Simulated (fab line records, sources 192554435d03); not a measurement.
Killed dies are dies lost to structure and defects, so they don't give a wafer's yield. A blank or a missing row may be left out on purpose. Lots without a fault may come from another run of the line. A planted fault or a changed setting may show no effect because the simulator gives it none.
fab line records | flow n5_finfet
record lots=4 wafers=12 last_day=18
route steps=1938 shown BEOL_M12@1608 PASSIVATION@1936
lots that met no fault: from a run of the same line without faults
start_h: hours from the record's first day to the start of the lot's first wafer shown | wait_h: hours since the lot's step before | " the same as in the row above | L1.1+2: a row that stands for several wafers | - no value, or no start given | * or withheld: withheld | < > ~ a bound
route shown NAME@n: a module of which the file shows steps, and the number in the route of the first | usual: mean/standard deviation of fault-free wafers | same: alike in all rows | chamber/n: place in a boat | sites: the reading at each site | _std_site: their standard deviation | _edge_site: outer sites' mean less inner sites' | radius_mm: how far each site lies from the wafer's centre | mask NAME#n: copy n | behind: the tool/chamber that last shaped the wafer | hold: why the lot was held/for how many hours/how that ended | device: the transistor (n, p or np) that didn't switch | end of line: the same wafers' tests at the end of the route | a step without rows: its recipe alone | killed: dies lost to structure and defects at the first sort, not the wafer's yield | map: a wafer's dies, x killed, . not, _ none there
set.NAME: the setting as run; set.NAME@STEP: as run at that earlier step | model.NAME: the simulator's own value behind a step, which no gauge read
lots at some steps of the route; a table a step, a row a wafer
services: from which hour (start_h, from the record's first day; less than 0 if before it) a tool's chamber was out of use, for how many hours, and why
## steps
# step N5_BEOL_M12_EXPOSE_07
# recipe mask_id=V11 na=0.93 source_shape=conventional sigma_outer=0.6 polarization=unpolarized attpsm_phase_deg=180 dose_mj=32.5
# step N5_BEOL_M12_PEB_08
# recipe peb_temp_c=130 peb_time_s=90
# step N5_BEOL_M12_DEVELOP_09
# recipe develop_time_s=45 rinse_liquid=diw dry=air_spin dev_temp_c=21
# step N5_BEOL_M12_HARDBAKE_14
# recipe temp_c=130 time_s=120
# step N5_BEOL_M12_DESCUM_15
# recipe chemistry=O2 time_s=7.9 source_power_w=50 bias_power_w=20 pressure_mtorr=20 rf_frequency_hz=2.712e+07 temp_c=40 o2_flow_sccm=225
# step N5_BEOL_M12_ETCH_59
# recipe chemistry=N2/H2 target=BARC target_depth_a=890 overetch_a=267 time_s=67.9 ion_energy_ev=200 pressure_mtorr=30 source_w=840 bias_w=150 n2_flow_sccm=200 h2_flow_sccm=200
# step N5_BEOL_M12_VIA_ETCH_16
# recipe chemistry=C4F8/O2/Ar target=SiOC pressure_mtorr=30 source_w=3000 bias_w=700 Ar_flow_sccm=400 C4F8_flow_sccm=15 O2_flow_sccm=8 he_inner_torr=15 he_outer_torr=30 target_depth_a=7248 time_s=withheld ion_energy_ev=250 ends=cleared
# step N5_BEOL_M12_STRIP_63
# recipe chemistry=N2/H2 power_w=1000 temp_c=250 h2_frac=0.65 overash_fraction=0.3 pressure_mtorr=1000 n2_flow_sccm=1750 h2_flow_sccm=3250
# step N5_BEOL_M12_STRIP_64
# recipe chemistry=N2/H2 power_w=1000 temp_c=250 h2_frac=0.65 overash_fraction=0.3 pressure_mtorr=withheld n2_flow_sccm=1750 h2_flow_sccm=3250
# step N5_BEOL_M12_STRIP_71
# recipe chemistry=post_etch_residue_remover time_s=60 temp_c=25 remover_ph=withheld remover_water_wt_pct=withheld remover_fluoride_wt_pct=withheld
# columns lot.wafer tool chamber start_h wait_h
L688.1+2+5 wet_bench-01 4,3,2 244.95 0.1
L697.1+3+6 wet_bench-01 0,5,7 319.94 0.1
L696.1+2+4 wet_bench-01 3,0,4 335.25 0.1
L704.1+2+4 wet_bench-03 3,4,7 380.99 0.1
# step N5_BEOL_M12_SRD_72
# recipe time_s=30 temp_c=23 rinse_liquid=diw dry=n2_spin spin_rpm=1500 dry_time_s=30
# step N5_BEOL_M12_COAT_65
# recipe resist=SOC temp_c=250 time_s=60 spin_rpm=1500 resist_thk_nm=300
# step N5_BEOL_M12_COAT_66
# recipe resist=SiARC temp_c=220 time_s=60 spin_rpm=1500 resist_thk_nm=110
# step N5_BEOL_M12_COAT_22
# recipe spin_rpm=2888 resist_thk_nm=300
# step N5_BEOL_M12_EBR_24
# recipe solvent=PGMEA ebr_width_mm=1.5
# step N5_BEOL_M12_SOFTBAKE_23
# recipe temp_c=130 time_s=60
# step N5_BEOL_M12_EXPOSE_25
# recipe mask_id=M12 na=0.93 source_shape=conventional sigma_outer=0.4 polarization=unpolarized dose_mj=21.8
# step N5_BEOL_M12_PEB_26
# recipe peb_temp_c=130 peb_time_s=90
# step N5_BEOL_M12_DEVELOP_27
# recipe develop_time_s=45 rinse_liquid=diw dry=air_spin dev_temp_c=21
# step N5_BEOL_M12_HARDBAKE_32
# recipe temp_c=130 time_s=120
# step N5_BEOL_M12_INSPECT_30
# recipe mode=adi inspect_instrument=macro
# usual raw_defect_count=2.0/1.4
# columns lot.wafer tool chamber start_h wait_h raw_defect_count
L688.1 defect_inspect-01 - 245.39 0.0 0
L688.2 " - " " 2
L688.5 " - " " 1
L697.1 defect_inspect-02 - 320.50 0.0 278
L697.3 " - " " 256
L697.6 " - " " 263
L696.1 defect_inspect-01 - 335.81 0.0 262
L696.2 " - " " 284
L696.4 " - " " 268
L704.1 defect_inspect-02 - 381.56 0.0 3
L704.2 " - " " 5
L704.4 " - " " 3
# step N5_BEOL_M12_DESCUM_33
# recipe chemistry=O2 time_s=7.9 source_power_w=50 bias_power_w=20 pressure_mtorr=20 rf_frequency_hz=2.712e+07 temp_c=40 o2_flow_sccm=225
# step N5_PASSIVATION_PROBE_49
# usual defect_limited_yield=91.4/1.5 killed_at_M0_to_M3=33/11 killed_at_M4_up=14/5.3 killed_at_contacts=13/6.2 killed_at_front_end=39/13 killed_at_other=3.1/2.8 killed_dies=102/17 killed_open=68/13 killed_short=32/7.8 sort_bin_5_function=5.1/0.95 sort_bin_6_memory=3.2/0.7 sort_n_pass=1078/18 sort_yield_pct=91.3/1.5
# same gross_dies=1180 killed_at_back_side=0 sort_bin_4_leakage[%]=0 sort_bin_8_speed[%]=0
# columns lot.wafer tool chamber start_h wait_h defect_limited_yield[%] killed_at_M0_to_M3 killed_at_M4_up killed_at_contacts killed_at_front_end killed_at_other killed_dies killed_open killed_short sort_bin_5_function[%] sort_bin_6_memory[%] sort_n_pass sort_yield_pct[%]
L688.1 prober-02 - 281.23 0.0 93.5 29 12 17 18 1 77 55 22 3.5 2.8 1103 93.5
L688.2 prober-02 - 281.28 0.1 92.6 35 12 11 28 1 87 62 24 4.6 2.5 1093 92.6
L688.5 prober-02 - 281.43 0.2 90.7 29 19 14 47 1 110 81 29 5.2 3.7 1070 90.7
L697.1 prober-02 - 359.14 0.0 85.5 14 94 18 43 2 171 64 31 9.4 3.5 1009 85.5
L697.3 prober-02 - 359.24 0.1 83.0 21 107 13 56 4 201 63 42 9.8 5.3 979 83.0
L697.6 prober-02 - 359.39 0.3 85.4 21 99 16 28 8 172 54 28 8.7 3.6 1008 85.4
L696.1 prober-02 - 372.87 0.0 83.7 29 100 16 42 5 192 83 21 10.0 4.7 988 83.7
L696.2 prober-02 - 372.92 0.1 85.2 26 91 11 39 8 175 61 33 9.5 4.1 1005 85.2
L696.4 prober-02 - 373.02 0.2 85.4 17 115 13 23 4 172 49 21 9.0 4.2 1008 85.4
# killed by level:class
L688.1 MOL_CONTACT_COAG:geometric_particle:open=12 BEOL_M2:geometric_particle:open=12 BEOL_M4:geometric_particle:open=7 MOL_CONTACT_COAG:geometric_particle:short=5 BEOL_M1:geometric_particle:open=4 BEOL_M2:geometric_particle:short=4 BEOL_M3:geometric_particle:open=4 FIN_SAQP:geometric_particle:short=3
L688.2 BEOL_M2:geometric_particle:open=11 STI_FIN_REVEAL:geometric_particle:open=8 BEOL_M3:geometric_particle:open=8 MOL_CONTACT_COAG:geometric_particle:open=6 BEOL_M0_SAQP:geometric_particle:open=6 MOL_CONTACT_COAG:geometric_particle:short=4 BEOL_M0_SAQP:geometric_particle:short=4 STARTING-WAFER:geometric_particle:short=4
L688.5 MOL_CONTACT_COAG:geometric_particle:open=13 BEOL_M2:geometric_particle:open=10 FIN_SAQP:geometric_particle:open=9 STI_FIN_REVEAL:geometric_particle:open=7 DUMMY_GATE:geometric_particle:open=7 BEOL_M2:geometric_particle:short=7 FIN_SAQP:geometric_particle:short=5 BEOL_M4:geometric_particle:open=5
L697.1 BEOL_M12:unspecified=76 STI_FIN_REVEAL:geometric_particle:open=11 MOL_CONTACT_COAG:geometric_particle:open=10 FIN_SAQP:geometric_particle:open=8 BEOL_M4:geometric_particle:open=8 MOL_CONTACT_COAG:geometric_particle:short=8 FIN_SAQP:geometric_particle:short=4 BEOL_M1:geometric_particle:open=4
L697.3 BEOL_M12:unspecified=92 FIN_SAQP:geometric_particle:short=19 MOL_CONTACT_COAG:geometric_particle:open=11 STI_FIN_REVEAL:geometric_particle:open=9 FIN_SAQP:geometric_particle:open=7 BEOL_M2:geometric_particle:open=5 BEOL_M3:geometric_particle:open=5 DUMMY_GATE:geometric_particle:open=4
L697.6 BEOL_M12:unspecified=82 MOL_CONTACT_COAG:geometric_particle:open=11 BEOL_M4:geometric_particle:open=8 HKMG_FIN:area_etch=6 MIM_TOP_ETCH:geometric_particle:short=5 MOL_CONTACT_COAG:geometric_particle:short=5 BEOL_M2:geometric_particle:open=5 BEOL_M0_SAQP:geometric_particle:short=4
L696.1 BEOL_M12:unspecified=83 MOL_CONTACT_COAG:geometric_particle:open=16 STI_FIN_REVEAL:geometric_particle:open=15 BEOL_M4:geometric_particle:open=12 BEOL_M0_SAQP:geometric_particle:open=7 BEOL_M3:geometric_particle:open=7 BEOL_M0_SAQP:geometric_particle:short=6 BEOL_M2:geometric_particle:open=5
L696.2 BEOL_M12:unspecified=81 STI_FIN_REVEAL:geometric_particle:open=14 MOL_CONTACT_COAG:geometric_particle:open=7 BEOL_M0_SAQP:geometric_particle:open=7 BEOL_M1:geometric_particle:open=6 FIN_SAQP:geometric_particle:short=5 BEOL_M0_SAQP:geometric_particle:short=5 STARTING-WAFER:geometric_particle:short=5
L696.4 BEOL_M12:unspecified=99 MOL_CONTACT_COAG:geometric_particle:open=10 DUMMY_GATE:geometric_particle:open=6 BEOL_M0_SAQP:geometric_particle:short=5 BEOL_M4:geometric_particle:open=5 BEOL_M0_SAQP:geometric_particle:open=4 BEOL_M3:geometric_particle:open=4 STI_FIN_REVEAL:geometric_particle:open=3
# map L696.1 (x killed, . not)
_________________x...........________________
______________.........x........_____________
___________..x...........x........x__________
__________.......x.....x............_________
________...........x..x....x...x.xx.x._______
_______......x...................xxxxx.______
______xx...............x.......xxxx.xxxx_____
_____.....x..x..x............x.xxxxxxxxx.____
____x......................x.xx.xxxxxxxx.x___
___...............xx...x...x..x.xxxxxxxxxx.__
___.......x..x..........x......xxxxxxxxxxxx__
__........x........x..........xx.xxxxxxxxx.._
__..x............................xxxxxxxxx.x_
_.....xxx............x...x...x....xxxxxx...xx
_............xx......x.........x..xx.x.......
_.xx................x......x...x..........x..
_........x....x.x.....x.................x....
_................x......x..x...x.............
_.........x....x.....x.....x.......x...x.....
_x...........................................
_x........x...............x...xx.x...........
__.x.................x...............x......_
__...........x.........x...................x_
___......................x.....xx..........__
___.........x.......................x...x.x__
____x.......x..........x....x......x......___
_____....................................____
______.................x................_____
_______.....x.........................x______
________.x.....x.......xx.x..........._______
__________.........................x_________
___________.x....x....x..........x.__________
______________.................._____________
_________________.........x..________________
# map L697.3 (x killed, . not)
_________________xx..xxxx..x.________________
______________.x.xxxxxxxxxx....x_____________
___________....xx.xxxxxx.xx...x.x..__________
__________x...xxxxxxxxxxxx.xx......._________
________...xxxxxxxxxxxxxxx.xx........._______
_______.....x..xxxxxxxxxx.xxx...x....x.______
______.x....xx..x.xxxxx.xxxx....x......._____
_____x..........xxxxxxxx.x.....x.........____
____............xx.x.xx.x.............x.x.___
___.x..x.x........x...xx.x........x........__
___x......x.....x...........xx...x.......x.__
__.....x...x.............x.x................_
__...x.....................x...x.......x...._
_.........x.......x...............x..........
_.........x..........x..x.xx........x........
_...x........xx..............x..x............
_............................................
_.............x.......................x......
_........x...x......x........................
_.x.x..................x.....x..x............
_..x..x............x....x.x.........x........
__..x...x....x.............................._
__...................................x......_
___...................................x....__
___..x..............x......................__
____x............x...............x.......x___
_____.x....x...x..........x.....x........____
______.......x...x....xxx.............x._____
_______..................x...x.........______
________......xx.....x.........x......_______
__________.x.....xx................x_________
___________.............x..........__________
______________.x.x........x....._____________
_________________............________________
## services
# columns tool chamber start_h hours kind
wet_bench-03 - 255.20 2.9 repair
wet_bench-03 - 270.62 5.0 repair
## key
first_sign step=N5_BEOL_M12_INSPECT_30 reading=raw_defect_count direction=up sigmas=99+ usual=2.0 struck=268.5
effect step=N5_PASSIVATION_PROBE_49 reading=killed_at_M4_up direction=up sigmas=16 usual=14 struck=101
more_kills_born_at N5_BEOL_M12_STRIP_71@wet_bench-01=513
met_at N5_BEOL_M12_STRIP_71
struck_wafers L696.1,L696.2,L696.4,L697.1,L697.3,L697.6
onset_between 244.95 319.94
fault kind=chamber_particle_source tool=wet_bench-01 chamber=- onset_h=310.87 steps=N5_BEOL_M12_STRIP_71 rate_per_visit_cm2=0.40842 end_h=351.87
